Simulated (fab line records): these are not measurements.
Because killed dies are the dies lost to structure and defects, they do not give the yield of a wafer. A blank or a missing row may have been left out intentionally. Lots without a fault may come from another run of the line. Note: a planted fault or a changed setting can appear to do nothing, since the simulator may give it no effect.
Chamber matching ; flow n5-finfet ; uv-cure-02 running N5_BEOL_M11_CURE_72: 3 sister chambers
The step cures SiCOH lowk, time 120 s. 6 wafers are shown with their chamber, then 12 later ones without.

WAFERS PAIRED WITH THEIR CHAMBERS
wafer;chamber;wafer_temp_C_max;lamp-power-pct (%)
L080.2;1;371.6;52.28
L080.5;1;371.8;52.33
L086.3;0;371.6;52.38
L086.4;0;371.5;52.31
L088.2;2;372.9;52.28
L088.3;2;373.8;52.23

WAFERS WHOSE CHAMBER IS MISSING
wafer;wafer_temp_C_max;lamp-power-pct (%)
L090.1;371.5;52.37
L090.4;371.5;52.08
L090.5;371.8;52.37
L090.2;370.9;52.38
L090.3;370.8;52.30
L090.6;371.1;52.27
L093.1;371.8;52.28
L093.4;370.9;52.31
L093.6;371.0;52.26
L095.3;373.6;52.25
L095.5;372.8;52.28
L095.6;372.8;52.26

CHAMBER TAKEN BY EACH
wafer;from the rows above;in truth
L090.1;can't be placed: 0 or 1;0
L090.4;can't be placed: 1 or 2 or 0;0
L090.5;can't be placed: 0 or 1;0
L090.2;can't be placed: 0 or 1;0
L090.3;can't be placed: 0 or 1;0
L090.6;can't be placed: 1 or 0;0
L093.1;can't be placed: 1 or 0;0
L093.4;can't be placed: 0 or 1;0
L093.6;can't be placed: 1 or 0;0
L095.3;2;2
L095.5;can't be placed: 2 or 1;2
L095.6;can't be placed: 2 or 1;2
Correct placement for 1 of the 12. Not placeable from these rows: 11 (in 11, the candidates include the true chamber). Placed wrongly: 0.
How it was worked out, from the rows above alone: a wafer's distance from a chamber is the root of the sum, over the readings, of the square of ((its reading less the chamber's mean) divided by the reading's scatter). If the next closest chamber is less than 2 further off than the closest, the wafer can't be placed; otherwise it belongs to the closest. Each chamber's mean is taken over the wafers shown for it. The scatter: take each reading less its chamber's mean, square it, sum over the shown wafers, divide by the number of wafers less the number of chambers, and take the root.
